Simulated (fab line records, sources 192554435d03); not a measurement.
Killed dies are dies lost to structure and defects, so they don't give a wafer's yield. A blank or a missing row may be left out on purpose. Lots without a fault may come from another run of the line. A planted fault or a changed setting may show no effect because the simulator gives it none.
fab line records | flow n5_finfet
record lots=5 wafers=15 last_day=16
route steps=1938 shown BEOL_M1@811 BEOL_M2@841
lots that met no fault: from a run of the same line without faults
start_h: hours from the record's first day to the start of the lot's first wafer shown | wait_h: hours since the lot's step before | " the same as in the row above | L1.1+2: a row that stands for several wafers | - no value, or no start given | * or withheld: withheld | < > ~ a bound
route shown NAME@n: a module of which the file shows steps, and the number in the route of the first | usual: mean/standard deviation of fault-free wafers | same: alike in all rows | chamber/n: place in a boat | sites: the reading at each site | _std_site: their standard deviation | _edge_site: outer sites' mean less inner sites' | radius_mm: how far each site lies from the wafer's centre | mask NAME#n: copy n | behind: the tool/chamber that last shaped the wafer | hold: why the lot was held/for how many hours/how that ended | device: the transistor (n, p or np) that didn't switch | end of line: the same wafers' tests at the end of the route | a step without rows: its recipe alone | killed: dies lost to structure and defects at the first sort, not the wafer's yield | map: a wafer's dies, x killed, . not, _ none there
set.NAME: the setting as run; set.NAME@STEP: as run at that earlier step | model.NAME: the simulator's own value behind a step, which no gauge read
lots at some steps of the route; a table a step, a row a wafer
services: from which hour (start_h, from the record's first day; less than 0 if before it) a tool's chamber was out of use, for how many hours, and why
## steps
# step N5_BEOL_M1_ALD_84
# recipe material=TaN target_thk_a=* temp_c=275 ald_precursor_family=PDMAT ald_co_reactant=NH3 pressure_torr=3 carrier_flow_sccm=1500 pulse_time_s=2 purge_time_s=3 co_reactant_purge_time_s=2 co_reactant_pulse_time_s=3 ald_cycles=30 precursor_vessel_temp_c=75 precursor_vessel_pressure_torr=26.25 precursor_vessel_carrier_sccm=1000
# usual heater_power_w=417/49 mfc_carrier_sccm=1499/5.1
# columns lot.wafer tool chamber start_h wait_h heater_power_w mfc_carrier_sccm
L078.4 ald_metal-01 2 149.68 0.1 381 1492
L078.5 " 1 " " 461 1494
L078.6 " 2 " " 396 1488
L080.1 ald_metal-03 1 157.58 0.0 396 1493
L080.4 " 2 " " 418 1498
L080.5 " 3 " " 408 1502
L081.1 ald_metal-01 2 171.24 0.0 398 1507
L081.5 " 1 " " 462 1501
L081.6 " 0 " " 419 1493
L082.2 ald_metal-04 0 174.85 0.1 522 1508
L082.3 " 3 " " 338 1497
L082.6 " 2 " " 452 1495
L090.2 ald_metal-01 1 225.82 0.0 458 1505
L090.3 " 3 " " 473 1504
L090.6 " 3 " " 486 1505
# step N5_BEOL_M1_SURFACE_TREAT_85
# recipe gas=Ar time_s=* ion_energy_ev=* ion_current_ma_cm2=0.5 pressure_mtorr=* ar_flow_sccm=30
# usual throttle_valve_pct=*
# same time_s=*
# columns lot.wafer tool chamber start_h wait_h throttle_valve_pct
L078.4 pvd_sputter-02 - 149.96 0.2 *
L078.5 " - " " *
L078.6 " - " " *
L080.1 pvd_sputter-02 - 158.46 0.8 *
L080.4 " - " " *
L080.5 " - " " *
L081.1 pvd_sputter-03 - 171.64 0.3 *
L081.5 " - " " *
L081.6 " - " " *
L082.2 pvd_sputter-01 - 175.15 0.2 *
L082.3 " - " " *
L082.6 " - " " *
L090.2 pvd_sputter-02 - 226.11 0.2 *
L090.3 " - " " *
L090.6 " - " " *
# step N5_BEOL_M1_CVD_47
# recipe material=Co target_thk_a=30 temp_c=withheld precursor=CCTBA/H2 pressure_torr=30 time_s=223.8
# same time_s=223.8
# columns lot.wafer tool chamber start_h wait_h
L078.4+5+6 cvd_co-01 0,1,2 150.13 0.1
L080.1+4+5 cvd_co-01 2,1,0 158.75 0.3
L081.1+5+6 cvd_co-01 0,0,1 171.87 0.2
L082.2+3+6 cvd_co-02 1,0,2 175.30 0.1
L090.2+3+6 cvd_co-02 0,1,0 226.17 0.0
# step N5_BEOL_M1_SPUTTER_48
# recipe material=Cu target_thk_a=45 temp_c=-20 chamber_pressure_pa=0.07 power_w=withheld time_s=8.29
# usual chuck_gas_flow_sccm=1.26/0.058 throttle_valve_pct=29.8/0.96
# same time_s=8.29
# columns lot.wafer tool chamber start_h wait_h chuck_gas_flow_sccm throttle_valve_pct
L078.4 pvd_sputter-02 - 150.22 0.0 1.16 29.9
L078.5 " - " " 1.31 29.8
L078.6 " - " " 1.30 30.4
L080.1 pvd_sputter-03 - 159.98 1.2 1.31 29.3
L080.4 " - " " 1.36 29.0
L080.5 " - " " 1.45 31.5
L081.1 pvd_sputter-02 - 172.07 0.1 1.32 29.6
L081.5 " - " " 1.26 30.4
L081.6 " - " " 1.39 29.8
L082.2 pvd_sputter-03 - 175.76 0.4 1.26 29.0
L082.3 " - " " 1.23 29.3
L082.6 " - " " 1.23 28.8
L090.2 pvd_sputter-01 - 226.33 0.1 1.30 29.5
L090.3 " - " " 1.20 29.5
L090.6 " - " " 1.31 29.3
# step N5_BEOL_M1_ANNEAL_49
# recipe temp_c=400 time_s=240 ambient=vacuum
# usual heater_power_w=811/66
# same time_s=240
# columns lot.wafer tool chamber start_h wait_h heater_power_w
L078.4 pvd_sputter-02 - 150.30 0.0 899
L078.5 " - " " 904
L078.6 " - " " 910
L080.1 pvd_sputter-03 - 160.06 0.0 726
L080.4 " - " " 786
L080.5 " - " " 817
L081.1 pvd_sputter-02 - 172.15 0.0 891
L081.5 " - " " 885
L081.6 " - " " 892
L082.2 pvd_sputter-03 - 175.84 0.0 808
L082.3 " - " " 713
L082.6 " - " " 757
L090.2 pvd_sputter-01 - 226.41 0.0 772
L090.3 " - " " 769
L090.6 " - " " 786
# step N5_BEOL_M1_SPUTTER_79
# recipe material=Cu target_thk_a=45 temp_c=-20 chamber_pressure_pa=0.07 power_w=withheld time_s=8.29
# usual chuck_gas_flow_sccm=1.27/0.05 throttle_valve_pct=29.7/0.96
# same time_s=8.29
# columns lot.wafer tool chamber start_h wait_h chuck_gas_flow_sccm throttle_valve_pct
L078.4 pvd_sputter-02 - 150.44 0.1 1.30 29.9
L078.5 " - " " 1.19 29.7
L078.6 " - " " 1.28 30.0
L080.1 pvd_sputter-03 - 160.20 0.1 1.27 29.4
L080.4 " - " " 1.19 29.3
L080.5 " - " " 1.28 31.6
L081.1 pvd_sputter-02 - 172.29 0.1 1.29 29.7
L081.5 " - " " 1.30 30.4
L081.6 " - " " 1.26 29.6
L082.2 pvd_sputter-03 - 175.98 0.1 1.16 29.2
L082.3 " - " " 1.29 29.5
L082.6 " - " " 1.23 28.8
L090.2 pvd_sputter-01 - 226.55 0.1 1.29 29.5
L090.3 " - " " 1.25 29.6
L090.6 " - " " 1.26 29.4
# step N5_BEOL_M1_ANNEAL_80
# recipe temp_c=400 time_s=240 ambient=vacuum
# usual heater_power_w=812/66
# same time_s=240
# columns lot.wafer tool chamber start_h wait_h heater_power_w
L078.4 pvd_sputter-02 - 150.52 0.0 891
L078.5 " - " " 870
L078.6 " - " " 899
L080.1 pvd_sputter-03 - 160.28 0.0 697
L080.4 " - " " 816
L080.5 " - " " 855
L081.1 pvd_sputter-02 - 172.37 0.0 877
L081.5 " - " " 924
L081.6 " - " " 903
L082.2 pvd_sputter-03 - 176.06 0.0 814
L082.3 " - " " 729
L082.6 " - " " 745
L090.2 pvd_sputter-01 - 226.63 0.0 785
L090.3 " - " " 749
L090.6 " - " " 786
# step N5_BEOL_M1_SPUTTER_81
# recipe material=Cu target_thk_a=45 temp_c=-20 chamber_pressure_pa=0.07 power_w=withheld time_s=8.29
# usual chuck_gas_flow_sccm=1.26/0.056 throttle_valve_pct=29.8/0.95
# same time_s=8.29
# columns lot.wafer tool chamber start_h wait_h chuck_gas_flow_sccm throttle_valve_pct
L078.4 pvd_sputter-02 - 150.66 0.1 1.26 29.7
L078.5 " - " " 1.21 29.6
L078.6 " - " " 1.30 30.4
L080.1 pvd_sputter-03 - 160.42 0.1 1.21 29.5
L080.4 " - " " 1.24 29.2
L080.5 " - " " 1.29 31.3
L081.1 pvd_sputter-02 - 172.51 0.1 1.27 29.8
L081.5 " - " " 1.16 30.3
L081.6 " - " " 1.24 29.6
L082.2 pvd_sputter-03 - 176.20 0.1 1.33 29.1
L082.3 " - " " 1.24 29.2
L082.6 " - " " 1.19 28.5
L090.2 pvd_sputter-01 - 226.77 0.1 1.31 29.6
L090.3 " - " " 1.22 29.8
L090.6 " - " " 1.27 29.3
# step N5_BEOL_M1_ANNEAL_82
# recipe temp_c=400 time_s=240 ambient=vacuum
# usual heater_power_w=812/67
# same time_s=240
# columns lot.wafer tool chamber start_h wait_h heater_power_w
L078.4 pvd_sputter-02 - 150.74 0.0 890
L078.5 " - " " 902
L078.6 " - " " 890
L080.1 pvd_sputter-03 - 160.50 0.0 710
L080.4 " - " " 803
L080.5 " - " " 842
L081.1 pvd_sputter-02 - 172.59 0.0 891
L081.5 " - " " 889
L081.6 " - " " 885
L082.2 pvd_sputter-03 - 176.28 0.0 796
L082.3 " - " " 704
L082.6 " - " " 750
L090.2 pvd_sputter-01 - 226.85 0.0 798
L090.3 " - " " 774
L090.6 " - " " 775
# step N5_BEOL_M1_SPUTTER_86
# recipe material=Cu target_thk_a=45 temp_c=-20 chamber_pressure_pa=0.07 power_w=withheld time_s=8.29
# usual chuck_gas_flow_sccm=1.27/0.057 throttle_valve_pct=29.8/0.94
# same time_s=8.29
# columns lot.wafer tool chamber start_h wait_h chuck_gas_flow_sccm throttle_valve_pct
L078.4 pvd_sputter-02 - 150.88 0.1 1.30 29.9
L078.5 " - " " 1.29 29.9
L078.6 " - " " 1.24 30.2
L080.1 pvd_sputter-03 - 160.64 0.1 1.26 29.3
L080.4 " - " " 1.21 29.0
L080.5 " - " " 1.28 31.4
L081.1 pvd_sputter-02 - 172.73 0.1 1.31 29.9
L081.5 " - " " 1.27 30.3
L081.6 " - " " 1.28 29.8
L082.2 pvd_sputter-03 - 176.42 0.1 1.23 29.1
L082.3 " - " " 1.22 29.3
L082.6 " - " " 1.19 28.9
L090.2 pvd_sputter-01 - 226.99 0.1 1.28 29.3
L090.3 " - " " 1.22 30.0
L090.6 " - " " 1.27 29.4
# step N5_BEOL_M1_ANNEAL_87
# recipe temp_c=400 time_s=240 ambient=vacuum
# usual heater_power_w=811/67
# same time_s=240
# columns lot.wafer tool chamber start_h wait_h heater_power_w
L078.4 pvd_sputter-02 - 150.96 0.0 859
L078.5 " - " " 866
L078.6 " - " " 890
L080.1 pvd_sputter-03 - 160.72 0.0 701
L080.4 " - " " 795
L080.5 " - " " 835
L081.1 pvd_sputter-02 - 172.81 0.0 871
L081.5 " - " " 916
L081.6 " - " " 895
L082.2 pvd_sputter-03 - 176.50 0.0 800
L082.3 " - " " 714
L082.6 " - " " 747
L090.2 pvd_sputter-01 - 227.07 0.0 764
L090.3 " - " " 741
L090.6 " - " " 782
# step N5_BEOL_M1_SPUTTER_88
# recipe material=Cu target_thk_a=45 temp_c=-20 chamber_pressure_pa=0.07 power_w=withheld time_s=8.29
# usual chuck_gas_flow_sccm=1.27/0.057 throttle_valve_pct=29.8/0.94
# same time_s=8.29
# columns lot.wafer tool chamber start_h wait_h chuck_gas_flow_sccm throttle_valve_pct
L078.4 pvd_sputter-02 - 151.10 0.1 1.26 29.8
L078.5 " - " " 1.37 29.6
L078.6 " - " " 1.26 30.3
L080.1 pvd_sputter-03 - 160.86 0.1 1.21 29.4
L080.4 " - " " 1.34 29.0
L080.5 " - " " 1.27 31.3
L081.1 pvd_sputter-02 - 172.95 0.1 1.25 29.7
L081.5 " - " " 1.12 30.2
L081.6 " - " " 1.28 29.7
L082.2 pvd_sputter-03 - 176.64 0.1 1.25 28.9
L082.3 " - " " 1.24 29.5
L082.6 " - " " 1.27 28.9
L090.2 pvd_sputter-01 - 227.21 0.1 1.20 29.6
L090.3 " - " " 1.31 29.9
L090.6 " - " " 1.26 29.3
# step N5_BEOL_M1_ANNEAL_89
# recipe temp_c=400 time_s=240 ambient=vacuum
# usual heater_power_w=812/66
# same time_s=240
# columns lot.wafer tool chamber start_h wait_h heater_power_w
L078.4 pvd_sputter-02 - 151.18 0.0 883
L078.5 " - " " 898
L078.6 " - " " 890
L080.1 pvd_sputter-03 - 160.94 0.0 716
L080.4 " - " " 794
L080.5 " - " " 835
L081.1 pvd_sputter-02 - 173.03 0.0 881
L081.5 " - " " 901
L081.6 " - " " 884
L082.2 pvd_sputter-03 - 176.72 0.0 805
L082.3 " - " " 703
L082.6 " - " " 744
L090.2 pvd_sputter-01 - 227.29 0.0 793
L090.3 " - " " 772
L090.6 " - " " 793
# step N5_BEOL_M1_SPUTTER_90
# recipe material=Cu target_thk_a=45 temp_c=-20 chamber_pressure_pa=0.07 power_w=withheld time_s=8.29
# usual chuck_gas_flow_sccm=1.26/0.055 throttle_valve_pct=29.7/0.95
# same time_s=8.29
# columns lot.wafer tool chamber start_h wait_h chuck_gas_flow_sccm throttle_valve_pct
L078.4 pvd_sputter-02 - 151.32 0.1 1.26 29.6
L078.5 " - " " 1.22 29.5
L078.6 " - " " 1.33 30.3
L080.1 pvd_sputter-03 - 161.08 0.1 1.16 29.5
L080.4 " - " " 1.25 29.0
L080.5 " - " " 1.30 31.7
L081.1 pvd_sputter-02 - 173.17 0.1 1.28 29.5
L081.5 " - " " 1.28 30.4
L081.6 " - " " 1.34 29.6
L082.2 pvd_sputter-03 - 176.86 0.1 1.23 29.2
L082.3 " - " " 1.22 29.4
L082.6 " - " " 1.33 29.0
L090.2 pvd_sputter-01 - 227.43 0.1 1.28 29.3
L090.3 " - " " 1.29 29.2
L090.6 " - " " 1.33 29.5
# step N5_BEOL_M1_ANNEAL_91
# recipe temp_c=400 time_s=240 ambient=vacuum
# usual heater_power_w=814/65
# same time_s=240
# columns lot.wafer tool chamber start_h wait_h heater_power_w
L078.4 pvd_sputter-02 - 151.40 0.0 877
L078.5 " - " " 864
L078.6 " - " " 918
L080.1 pvd_sputter-03 - 161.16 0.0 702
L080.4 " - " " 798
L080.5 " - " " 822
L081.1 pvd_sputter-02 - 173.25 0.0 874
L081.5 " - " " 886
L081.6 " - " " 883
L082.2 pvd_sputter-03 - 176.94 0.0 822
L082.3 " - " " 698
L082.6 " - " " 759
L090.2 pvd_sputter-01 - 227.51 0.0 802
L090.3 " - " " 758
L090.6 " - " " 773
# step N5_BEOL_M1_SPUTTER_92
# recipe material=Cu target_thk_a=45 temp_c=-20 chamber_pressure_pa=0.07 power_w=withheld time_s=8.29
# usual chuck_gas_flow_sccm=1.26/0.049 throttle_valve_pct=29.8/0.95
# same time_s=8.29
# columns lot.wafer tool chamber start_h wait_h chuck_gas_flow_sccm throttle_valve_pct
L078.4 pvd_sputter-02 - 151.54 0.1 1.24 29.8
L078.5 " - " " 1.29 29.9
L078.6 " - " " 1.23 30.6
L080.1 pvd_sputter-03 - 161.30 0.1 1.29 29.3
L080.4 " - " " 1.19 29.0
L080.5 " - " " 1.30 31.5
L081.1 pvd_sputter-02 - 173.39 0.1 1.28 29.8
L081.5 " - " " 1.27 30.2
L081.6 " - " " 1.38 29.6
L082.2 pvd_sputter-03 - 177.08 0.1 1.24 29.0
L082.3 " - " " 1.23 29.2
L082.6 " - " " 1.33 28.8
L090.2 pvd_sputter-01 - 227.65 0.1 1.25 29.4
L090.3 " - " " 1.23 29.7
L090.6 " - " " 1.26 29.6
# step N5_BEOL_M1_ANNEAL_93
# recipe temp_c=400 time_s=240 ambient=vacuum
# usual heater_power_w=811/65
# same time_s=240
# columns lot.wafer tool chamber start_h wait_h heater_power_w
L078.4 pvd_sputter-02 - 151.62 0.0 881
L078.5 " - " " 882
L078.6 " - " " 895
L080.1 pvd_sputter-03 - 161.38 0.0 709
L080.4 " - " " 810
L080.5 " - " " 842
L081.1 pvd_sputter-02 - 173.47 0.0 872
L081.5 " - " " 885
L081.6 " - " " 871
L082.2 pvd_sputter-03 - 177.16 0.0 790
L082.3 " - " " 704
L082.6 " - " " 754
L090.2 pvd_sputter-01 - 227.73 0.0 792
L090.3 " - " " 750
L090.6 " - " " 781
# step N5_BEOL_M1_SPUTTER_94
# recipe material=Cu target_thk_a=45 temp_c=-20 chamber_pressure_pa=0.07 power_w=withheld time_s=8.29
# usual chuck_gas_flow_sccm=1.26/0.052 throttle_valve_pct=29.8/0.96
# same time_s=8.29
# columns lot.wafer tool chamber start_h wait_h chuck_gas_flow_sccm throttle_valve_pct
L078.4 pvd_sputter-02 - 151.76 0.1 1.25 29.8
L078.5 " - " " 1.34 29.9
L078.6 " - " " 1.34 30.4
L080.1 pvd_sputter-03 - 161.52 0.1 1.29 29.3
L080.4 " - " " 1.30 28.9
L080.5 " - " " 1.29 31.5
L081.1 pvd_sputter-02 - 173.61 0.1 1.30 29.9
L081.5 " - " " 1.27 30.4
L081.6 " - " " 1.32 29.7
L082.2 pvd_sputter-03 - 177.30 0.1 1.30 29.0
L082.3 " - " " 1.25 29.5
L082.6 " - " " 1.23 28.8
L090.2 pvd_sputter-01 - 227.87 0.1 1.28 29.3
L090.3 " - " " 1.29 29.8
L090.6 " - " " 1.26 28.9
# step N5_BEOL_M1_ANNEAL_95
# recipe temp_c=400 time_s=240 ambient=vacuum
# usual heater_power_w=812/66
# same time_s=240
# columns lot.wafer tool chamber start_h wait_h heater_power_w
L078.4 pvd_sputter-02 - 151.84 0.0 861
L078.5 " - " " 890
L078.6 " - " " 918
L080.1 pvd_sputter-03 - 161.60 0.0 697
L080.4 " - " " 785
L080.5 " - " " 813
L081.1 pvd_sputter-02 - 173.69 0.0 880
L081.5 " - " " 889
L081.6 " - " " 883
L082.2 pvd_sputter-03 - 177.38 0.0 809
L082.3 " - " " 716
L082.6 " - " " 743
L090.2 pvd_sputter-01 - 227.95 0.0 794
L090.3 " - " " 768
L090.6 " - " " 764
# step N5_BEOL_M1_SPUTTER_96
# recipe material=Cu target_thk_a=45 temp_c=-20 chamber_pressure_pa=0.07 power_w=withheld time_s=8.29
# usual chuck_gas_flow_sccm=1.26/0.052 throttle_valve_pct=29.8/0.94
# same time_s=8.29
# columns lot.wafer tool chamber start_h wait_h chuck_gas_flow_sccm throttle_valve_pct
L078.4 pvd_sputter-02 - 151.98 0.1 1.24 29.9
L078.5 " - " " 1.27 29.7
L078.6 " - " " 1.27 30.4
L080.1 pvd_sputter-03 - 161.74 0.1 1.19 29.4
L080.4 " - " " 1.24 29.0
L080.5 " - " " 1.17 31.4
L081.1 pvd_sputter-02 - 173.83 0.1 1.22 29.7
L081.5 " - " " 1.21 30.2
L081.6 " - " " 1.28 29.7
L082.2 pvd_sputter-03 - 177.52 0.1 1.28 29.0
L082.3 " - " " 1.19 29.5
L082.6 " - " " 1.23 28.9
L090.2 pvd_sputter-01 - 228.09 0.1 1.24 29.4
L090.3 " - " " 1.32 29.5
L090.6 " - " " 1.30 29.4
# step N5_BEOL_M1_ECD_50
# recipe material=Cu target_thk_a=3000
# columns lot.wafer tool chamber start_h wait_h
L078.4+5+6 ecd_cu-01 1,0,1 152.11 0.1
L080.1+4+5 ecd_cu-01 0,1,0 161.86 0.1
L081.1+5+6 ecd_cu-02 1,1,0 173.94 0.1
L082.2+3+6 ecd_cu-01 0 177.63 0.1
L090.2+3+6 ecd_cu-01 0,0,1 228.20 0.1
# step N5_BEOL_M1_ANNEAL_51
# recipe temp_c=225 time_s=90 ambient=N2
# usual wafer_temp_C_max=226.05/0.3
# same time_s=90
# columns lot.wafer tool chamber start_h wait_h wafer_temp_C_max
L078.4 rtp_anneal-02 0 152.31 0.2 226.84
L078.5 " 0 " " 226.28
L078.6 " 0 " " 226.45
L080.1 rtp_anneal-01 0 161.93 0.1 225.99
L080.4 " 0 " " 225.97
L080.5 " 0 " " 225.77
L081.1 rtp_anneal-02 0 174.16 0.2 226.08
L081.5 " 0 " " 226.21
L081.6 " 0 " " 226.54
L082.2 rtp_anneal-01 0 177.76 0.1 225.55
L082.3 " 0 " " 226.00
L082.6 " 0 " " 226.06
L090.2 rtp_anneal-02 0 228.49 0.3 226.19
L090.3 " 0 " " 226.33
L090.6 " 0 " " 226.30
# step N5_BEOL_M1_CMP_52
# recipe stop_on=SiOC t_overpolish_s=6.8 down_force_psi=1 platen_rpm=50 clearing_platen_down_force_psi=1.5 clearing_platen_rpm=50 post_cmp_clean=cu_alkaline target_thk_nm=40 clearing_platen_pad_velocity_m_s=0.99484 pad_velocity_m_s=0.99484
# usual barrier_field_endpoint_s=24.8/0.66 motor_current_A=6.2/0.8 overpolish_run_s=6.801/0.0081 time_to_endpoint_s=63/3.3
# columns lot.wafer tool chamber start_h wait_h barrier_field_endpoint_s motor_current_A overpolish_run_s time_to_endpoint_s
L078.4 cmp-01 2 152.58 0.2 24.2 5.9 6.802 57
L078.5 " 3 " " 23.9 6.5 6.819 55
L078.6 " 0 " " 24.0 5.7 6.794 58
L080.1 cmp-01 2 162.23 0.3 24.7 5.9 6.794 63
L080.4 " 3 " " 23.6 6.1 6.808 59
L080.5 " 3 " " 24.0 6.3 6.799 58
L081.1 cmp-01 0 174.54 0.3 24.4 5.5 6.806 62
L081.5 " 2 " " 24.9 6.3 6.811 63
L081.6 " 3 " " 23.7 6.3 6.807 56
L082.3 cmp-01 2 178.01 0.2 25.0 6.1 6.811 64
L082.2 " 1 " " 25.2 5.3 6.800 65
L082.6 " 3 " " 25.1 6.1 6.811 58
L090.3 cmp-04 1 228.82 0.2 26.0 7.3 6.785 66
L090.2 " 2 " " 25.7 7.5 6.795 69
L090.6 " 0 " " 25.6 6.0 6.788 64
# step N5_BEOL_M1_THK_MEAS_53
# recipe thk_meas_gauge=xrf reads=Cu_of_BEOL_M1_ECD_50
# usual M1_THK=40.2/1.5
# columns lot.wafer tool chamber start_h wait_h M1_THK[nm]
L078.4 film_metro-02 - 152.77 - 38.8
L078.5 " - " " 39.2
L078.6 " - " " 40.4
L080.1 film_metro-01 - 162.53 - 39.7
L080.4 " - " " 41.0
L080.5 " - " " 39.4
L081.1 film_metro-01 - 174.76 - 39.5
L081.5 " - " " 40.4
L081.6 " - " " 39.9
L082.2 film_metro-02 - 178.30 - 41.1
L082.3 " - " " 39.0
L082.6 " - " " 41.3
L090.2 film_metro-01 - 229.04 - 37.7
L090.3 " - " " 39.5
L090.6 " - " " 37.7
# step N5_BEOL_M1_PRE_CLEAN_60
# recipe gas=NH3/H2 time_s=15 temp_c=* rf_power_w=300
# usual heater_power_w=79/15 rf_fwd_power_W=297.0/1.3
# same time_s=15
# columns lot.wafer tool chamber start_h wait_h heater_power_w rf_fwd_power_W
L078.4 cvd_co-02 0 152.82 0.1 75 297.8
L078.5 " 1 " " 76 295.3
L078.6 " 2 " " 85 296.7
L080.1 cvd_co-01 1 162.71 0.2 66 297.7
L080.4 " 0 " " 64 297.4
L080.5 " 2 " " 117 296.4
L081.1 cvd_co-02 0 174.79 0.0 74 297.3
L081.5 " 2 " " 81 296.9
L081.6 " 1 " " 78 295.8
L082.2 cvd_co-02 2 178.34 0.0 84 298.6
L082.3 " 0 " " 74 297.6
L082.6 " 0 " " 74 297.5
L090.2 cvd_co-01 2 229.07 0.0 116 295.8
L090.3 " 1 " " 67 299.7
L090.6 " 1 " " 67 298.6
# step N5_BEOL_M1_CO_CAP_55
# recipe material=Co target_thk_a=20 temp_c=200 precursor=CCTBA/H2 pressure_torr=30 time_s=102.1
# usual heater_power_w=228/18
# same time_s=102.1
# columns lot.wafer tool chamber start_h wait_h heater_power_w
L078.4 cvd_co-02 0 152.88 0.0 225
L078.5 " 1 " " 223
L078.6 " 2 " " 235
L080.1 cvd_co-01 1 162.75 0.0 212
L080.4 " 0 " " 210
L080.5 " 2 " " 274
L081.1 cvd_co-02 0 174.83 0.0 219
L081.5 " 2 " " 240
L081.6 " 1 " " 230
L082.2 cvd_co-02 2 178.38 0.0 235
L082.3 " 0 " " 225
L082.6 " 0 " " 219
L090.2 cvd_co-01 2 229.11 0.0 272
L090.3 " 1 " " 210
L090.6 " 1 " " 210
# step N5_BEOL_M1_PRE_CLEAN_56
# recipe gas=NH3 time_s=15 temp_c=withheld rf_power_w=300
# usual rf_fwd_power_W=295.2/1
# same time_s=15
# columns lot.wafer tool chamber start_h wait_h rf_fwd_power_W
L078.4 pecvd-03 2 152.95 0.0 297.0
L078.5 " 0 " " 296.1
L078.6 " 1 " " 296.2
L080.1 pecvd-01 2 162.85 0.1 293.3
L080.4 " 0 " " 295.3
L080.5 " 1 " " 294.0
L081.1 pecvd-01 0 174.92 0.1 294.3
L081.5 " 0 " " 293.8
L081.6 " 1 " " 294.4
L082.2 pecvd-01 0 178.47 0.1 295.8
L082.3 " 2 " " 293.5
L082.6 " 0 " " 295.9
L090.2 pecvd-03 1 229.21 0.1 294.9
L090.3 " 2 " " 295.8
L090.6 " 1 " " 295.8
# step N5_BEOL_M1_DEP_57
# recipe material=SiCN target_thk_a=80 temp_c=withheld precursor=3MS/NH3 pressure_torr=3 rf_w=202 time_s=14
# usual rf_fwd_power_W=199.6/0.67 showerhead_plenum_p_Torr=3.659/0.013 throttle_valve_pct=8.9/0.36
# same time_s=14
# columns lot.wafer tool chamber start_h wait_h rf_fwd_power_W showerhead_plenum_p_Torr throttle_valve_pct
L078.4 pecvd-03 2 152.98 0.0 198.9 3.635 8.5
L078.5 " 0 " " 199.0 3.658 8.9
L078.6 " 1 " " 199.6 3.662 9.1
L080.1 pecvd-01 2 162.87 0.0 198.2 3.671 8.9
L080.4 " 0 " " 199.4 3.661 8.8
L080.5 " 1 " " 198.5 3.647 9.4
L081.1 pecvd-01 0 174.95 0.0 200.6 3.654 8.8
L081.5 " 0 " " 200.4 3.662 9.3
L081.6 " 1 " " 199.6 3.654 9.7
L082.2 pecvd-01 0 178.50 0.0 199.9 3.662 9.1
L082.3 " 2 " " 198.8 3.669 9.0
L082.6 " 0 " " 199.2 3.650 9.1
L090.2 pecvd-03 1 229.23 0.0 199.0 3.667 9.0
L090.3 " 2 " " 200.6 3.647 8.2
L090.6 " 1 " " 199.3 3.669 9.0
# step N5_BEOL_M1_RS_MEAS_58
# recipe thk_meas_gauge=four-point-probe reads=Co_of_BEOL_M1_CO_CAP_55+Cu_of_BEOL_M1_ECD_50+Co_of_BEOL_M1_CVD_47+TaN_of_BEOL_M1_ALD_84
# usual M1_RS=0.66/0.03
# columns lot.wafer tool chamber start_h wait_h M1_RS[ohm/sq]
L078.4 film_metro-02 - 153.03 0.0 0.69
L078.5 " - " " 0.68
L078.6 " - " " 0.65
L080.1 film_metro-02 - 162.94 0.0 0.67
L080.4 " - " " 0.64
L080.5 " - " " 0.67
L081.1 film_metro-01 - 175.02 0.0 0.68
L081.5 " - " " 0.67
L081.6 " - " " 0.67
L082.2 film_metro-01 - 178.57 0.1 0.64
L082.3 " - " " 0.68
L082.6 " - " " 0.64
L090.2 film_metro-02 - 229.30 0.1 0.72
L090.3 " - " " 0.67
L090.6 " - " " 0.71
# step N5_BEOL_M1_INSPECT_59
# recipe inspect_instrument=darkfield mode=post_dep
# usual raw_defect_count=76/26
# columns lot.wafer tool chamber start_h wait_h raw_defect_count
L078.4 defect_inspect-02 - 153.24 0.2 64
L078.5 " - " " 65
L078.6 " - " " 55
L080.1 defect_inspect-02 - 162.96 0.0 32
L080.4 " - " " 45
L080.5 " - " " 79
L081.1 defect_inspect-01 - 175.04 0.0 88
L081.5 " - " " 120
L081.6 " - " " 89
L082.2 defect_inspect-01 - 178.59 0.0 53
L082.3 " - " " 70
L082.6 " - " " 69
L090.2 defect_inspect-01 - 229.32 0.0 63
L090.3 " - " " 63
L090.6 " - " " 73
# step N5_BEOL_M2_ILD_DEP_00
# recipe material=SiOC target_thk_a=790 temp_c=350 precursor=DEMS/O2 pressure_torr=5 rf_w=500 time_s=15.3
# usual heater_power_w=475/64 rf_fwd_power_W=494.4/2 showerhead_plenum_p_Torr=5.687/0.013 throttle_valve_pct=11.8/0.47
# same time_s=15.3
# columns lot.wafer tool chamber start_h wait_h heater_power_w rf_fwd_power_W showerhead_plenum_p_Torr throttle_valve_pct
L078.4 pecvd-03 2 153.30 0.1 363 494.2 5.662 10.9
L078.5 " 0 " " 476 492.8 5.697 11.7
L078.6 " 1 " " 591 496.1 5.689 12.1
L080.1 pecvd-02 2 163.00 0.0 530 493.2 5.714 11.9
L080.4 " 1 " " 467 492.7 5.680 12.2
L080.5 " 2 " " 531 493.6 5.699 12.2
L081.1 pecvd-03 2 175.08 0.0 357 491.7 5.663 10.8
L081.5 " 2 " " 375 494.1 5.693 11.1
L081.6 " 1 " " 580 490.2 5.700 12.2
L082.2 pecvd-03 0 178.63 0.0 483 496.7 5.678 11.6
L082.3 " 2 " " 427 495.4 5.662 11.0
L082.6 " 0 " " 490 496.0 5.682 11.8
L090.2 pecvd-01 2 229.36 0.0 465 489.7 5.701 11.8
L090.3 " 0 " " 407 496.5 5.687 11.8
L090.6 " 1 " " 501 491.7 5.685 12.5
# step N5_BEOL_M2_THK_MEAS_01
# recipe reads=SiOC_of_BEOL_M2_ILD_DEP_00
# usual M2_ILD_THK=78.9/1.1
# columns lot.wafer tool chamber start_h wait_h M2_ILD_THK[nm]
L078.4 film_metro-02 - 153.35 0.0 80.1
L078.5 " - " " 78.7
L078.6 " - " " 80.1
L080.1 film_metro-01 - 163.07 0.0 79.0
L080.4 " - " " 78.9
L080.5 " - " " 80.8
L081.1 film_metro-02 - 175.15 0.0 78.2
L081.5 " - " " 80.2
L081.6 " - " " 78.5
L082.2 film_metro-01 - 178.69 0.1 77.0
L082.3 " - " " 79.0
L082.6 " - " " 79.4
L090.2 film_metro-02 - 229.43 0.1 78.8
L090.3 " - " " 78.7
L090.6 " - " " 79.4
## services
# columns tool chamber start_h hours kind
cmp-01 - 130.78 0.4 repair
cmp-01 - 134.49 5.1 pm
ald_metal-04 - 139.48 1.1 repair
pecvd-02 1 153.69 6.7 repair
pvd_sputter-01 - 157.09 9.9 repair
ald_metal-04 - 160.37 0.2 repair
pecvd-01 - 167.15 7.7 repair
ald_metal-04 1 170.41 27.5 repair
pecvd-03 0 184.91 1.8 repair
pecvd-03 1 187.01 2.1 scheduled_down
cmp-01 - 195.44 2.3 repair
cmp-04 - 198.53 0.2 repair
pecvd-02 2 202.38 - clean
pecvd-02 2 202.38 - consumable_replace:showerhead
pecvd-02 2 202.38 29.0 scheduled_down
pecvd-02 2 202.38 29.0 vent_cycle
ald_metal-01 1 202.78 8.2 repair
cvd_co-02 - 218.36 0.3 repair
pecvd-02 1 220.64 5.0 repair
## key
fault none
